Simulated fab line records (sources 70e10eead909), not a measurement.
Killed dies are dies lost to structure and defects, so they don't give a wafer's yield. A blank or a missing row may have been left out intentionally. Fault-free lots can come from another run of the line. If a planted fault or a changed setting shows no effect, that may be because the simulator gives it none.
Chamber matching || flow nand harc || pecvd-02 running NHARC_A_STAIRCASE_DEP_301: 3 sister chambers
The step deposits SiON, target thk 30 nm. 16 wafers are shown with their chamber, then 8 later ones without.

== WAFERS WITH THEIR CHAMBER ==
{"wafer": "L075.1", "chamber": 1, "heater power w (W)": 825, "heater power outer w (W)": 497, "chamber pressure Torr (Torr)": 3.508}
{"wafer": "L075.2", "chamber": 0, "heater power w (W)": 698, "heater power outer w (W)": 390, "chamber pressure Torr (Torr)": 3.486}
{"wafer": "L075.4", "chamber": 2, "heater power w (W)": 815, "heater power outer w (W)": 474, "chamber pressure Torr (Torr)": 3.495}
{"wafer": "L078.2", "chamber": 1, "heater power w (W)": 656, "heater power outer w (W)": 376, "chamber pressure Torr (Torr)": 3.503}
{"wafer": "L078.3", "chamber": 0, "heater power w (W)": 853, "heater power outer w (W)": 486, "chamber pressure Torr (Torr)": 3.502}
{"wafer": "L078.4", "chamber": 0, "heater power w (W)": 829, "heater power outer w (W)": 484, "chamber pressure Torr (Torr)": 3.502}
{"wafer": "L080.3", "chamber": 2, "heater power w (W)": 909, "heater power outer w (W)": 539, "chamber pressure Torr (Torr)": 3.497}
{"wafer": "L080.4", "chamber": 1, "heater power w (W)": 750, "heater power outer w (W)": 430, "chamber pressure Torr (Torr)": 3.484}
{"wafer": "L080.5", "chamber": 0, "heater power w (W)": 782, "heater power outer w (W)": 445, "chamber pressure Torr (Torr)": 3.496}
{"wafer": "L081.2", "chamber": 2, "heater power w (W)": 815, "heater power outer w (W)": 465, "chamber pressure Torr (Torr)": 3.503}
{"wafer": "L081.5", "chamber": 1, "heater power w (W)": 727, "heater power outer w (W)": 436, "chamber pressure Torr (Torr)": 3.505}
{"wafer": "L081.6", "chamber": 0, "heater power w (W)": 842, "heater power outer w (W)": 480, "chamber pressure Torr (Torr)": 3.503}
{"wafer": "L084.1", "chamber": 0, "heater power w (W)": 814, "heater power outer w (W)": 452, "chamber pressure Torr (Torr)": 3.494}
{"wafer": "L084.3", "chamber": 1, "heater power w (W)": 724, "heater power outer w (W)": 430, "chamber pressure Torr (Torr)": 3.508}
{"wafer": "L084.6", "chamber": 1, "heater power w (W)": 709, "heater power outer w (W)": 413, "chamber pressure Torr (Torr)": 3.504}
{"wafer": "L085.1", "chamber": 1, "heater power w (W)": 771, "heater power outer w (W)": 447, "chamber pressure Torr (Torr)": 3.502}

SIGNATURES (means of the wafers above)
{"reading": "heater power w", "chamber 0": 803.00, "chamber 1": 737.43, "chamber 2": 846.33, "scatter within a chamber": 54.7}
{"reading": "heater power outer w", "chamber 0": 456.17, "chamber 1": 432.71, "chamber 2": 492.67, "scatter within a chamber": 37.2}
{"reading": "chamber pressure Torr", "chamber 0": 3.49717, "chamber 1": 3.50200, "chamber 2": 3.49833, "scatter within a chamber": 0.00713}
Rule: distance of a wafer from a chamber = root of the sum over the readings of ((wafer's reading minus chamber's mean) / reading's scatter) squared. The wafer belongs to the nearest chamber; if the next one is less than 2 further off, it can't be placed. How the scatter is found: for the shown wafers, subtract from each reading the mean of its chamber, square and add these, divide the total by (wafers less chambers), then take the root.

== WAFERS MISSING THEIR CHAMBER ==
{"wafer": "L085.2", "heater power w (W)": 691, "heater power outer w (W)": 384, "chamber pressure Torr (Torr)": 3.507}
{"wafer": "L085.5", "heater power w (W)": 720, "heater power outer w (W)": 418, "chamber pressure Torr (Torr)": 3.512}
{"wafer": "L087.2", "heater power w (W)": 683, "heater power outer w (W)": 385, "chamber pressure Torr (Torr)": 3.506}
{"wafer": "L087.3", "heater power w (W)": 774, "heater power outer w (W)": 470, "chamber pressure Torr (Torr)": 3.492}
{"wafer": "L087.5", "heater power w (W)": 813, "heater power outer w (W)": 470, "chamber pressure Torr (Torr)": 3.509}
{"wafer": "L090.2", "heater power w (W)": 900, "heater power outer w (W)": 527, "chamber pressure Torr (Torr)": 3.502}
{"wafer": "L090.3", "heater power w (W)": 789, "heater power outer w (W)": 454, "chamber pressure Torr (Torr)": 3.490}
{"wafer": "L090.4", "heater power w (W)": 763, "heater power outer w (W)": 458, "chamber pressure Torr (Torr)": 3.494}

== WHICH CHAMBER EACH ONE RAN IN ==
{"wafer": "L085.2", "from the rows above": "can't be placed: 1 or 0", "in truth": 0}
{"wafer": "L085.5", "from the rows above": "can't be placed: 1 or 0", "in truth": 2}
{"wafer": "L087.2", "from the rows above": "can't be placed: 1 or 0", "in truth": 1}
{"wafer": "L087.3", "from the rows above": "can't be placed: 0 or 2 or 1", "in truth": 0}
{"wafer": "L087.5", "from the rows above": "can't be placed: 0 or 2 or 1", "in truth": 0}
{"wafer": "L090.2", "from the rows above": "can't be placed: 2 or 0", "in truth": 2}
{"wafer": "L090.3", "from the rows above": "can't be placed: 0 or 2 or 1", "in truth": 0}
{"wafer": "L090.4", "from the rows above": "can't be placed: 0 or 1 or 2", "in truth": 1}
Placed correctly: 0 of 8. Unplaceable from these rows: 8, with the true chamber sitting among the candidates in 7. Placed wrongly: 0.
